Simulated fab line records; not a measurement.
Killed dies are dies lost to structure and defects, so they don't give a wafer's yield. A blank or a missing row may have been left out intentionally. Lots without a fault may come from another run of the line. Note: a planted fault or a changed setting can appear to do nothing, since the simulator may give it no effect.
Problem report in the 8D (eight disciplines) form, filled by code | flow nandHarc | the parts of the form that need people (team, actions taken, sign-off) are left out

1. PROBLEM STATEMENT
NHARC_P_BONDPAD_DESCUM_11, runLengthS: mean 25.70 s on 2 wafers (1 lot); fault-free wafers 23.98 s, standard deviation 0.27. Measured from the usual mean, that is +6.4 standard deviations.
The step: chemistry O2, time 3 s.
First observed at day 10 05:00: wafer L198.3, on rieDiel-07. Wafers with a number at this step in the record: 36, from 12 lots. Rule for "out", or "out of limits": more than 4 standard deviations from the usual mean. The rest of the wafers with a number are treated as sound.

2. WHAT IT IS AND WHAT IT IS NOT
question                    | is                | is not
which readings at this step | runLengthS        | drypumpMotorCurrentA, oesProductAu, rfVppV, showerheadPlenumPTorr
which lots                  | L198              | L189, L190, L191, L192, L205, L207, L208, L209, L210, L211, L212
which wafers of those lots  | L198.3, L198.4    | L198.6
read on which tools         | rieDiel-07        | rieDiel-13
when                        | from day 10 05:00 | up to then (13 sound wafers); but 21 sound wafers of L205, L207, L208, L209, L210, L211, L212 came after

3. WHAT RULES OUT EACH SUSPECT
Counting: if a tool at a process step up to the reading ran every lot that is out, it stays a suspect. Sound lots after the first of them don't rule it out here, since some wafers of a struck lot are sound.
- pecvd-03 at NHARC_P_BONDPAD_DEP_00 (deposits SiCN, target thk 250 nm): kept. The lot that is out, L198, ran on it at day 10 04:53; the last sound lot it ran before that was L191, at day 7 11:08. NHARC_P_BONDPAD_DEP_00 gives no start for some lots, so the hours and the order of its lots are those of NHARC_P_BONDPAD_OVL_MEAS_38.
- rieDiel-07 at NHARC_P_BONDPAD_DESCUM_11 (chemistry O2, time 3 s): kept. The lot that is out, L198, ran on it at day 10 05:00; the last sound lot it ran before that was L191, at day 7 11:16. Out on those wafers are its own readings of runLengthS.
- Within pecvd-03 at NHARC_P_BONDPAD_DEP_00: the wafers that are out ran in chambers 0, 1; their sound lot-mates ran in chamber 2.
- Within rieDiel-07 at NHARC_P_BONDPAD_DESCUM_11, the wafers that are out were processed in chamber 0 and their sound lot-mates in chamber 1.
The count leaves rieDiel-07 at NHARC_P_BONDPAD_DESCUM_11 and pecvd-03 at NHARC_P_BONDPAD_DEP_00.

4. THE CAUSE (what the simulator had put in)
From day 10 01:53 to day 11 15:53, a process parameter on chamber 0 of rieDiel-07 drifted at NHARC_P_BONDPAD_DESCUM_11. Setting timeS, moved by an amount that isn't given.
Of the 2 suspects that counting leaves, this tool is one.

5. SEQUENCE OF EFFECTS, ordered by route
One row per reading whose mean, taken over the struck wafers that have a number, lies over 3 standard deviations from the usual. Scope: only readings with a usual standard deviation given in the record; hours: median across lots of the time from each lot's start at the first step in this table that gives one to its start at this step; sigmas: change in usual standard deviations.
hours | step                      | reading    | usual   | on struck wafers | change | sigmas
0     | NHARC_P_BONDPAD_DESCUM_11 | runLengthS | 23.98 s | 25.70            | +1.72  | +6.4
Its process steps:
- NHARC_P_BONDPAD_DESCUM_11: chemistry O2, time 3 s.
Later measuring or inspecting steps at which every struck wafer that the step has a row for has a number for every such reading, and none has moved that far: NHARC_END_SORT_01.

6. WHAT WOULD HAVE CAUGHT IT SOONER
First out-of-limits reading in this record: day 10 05:00, which is 3 hours after fault onset at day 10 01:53.
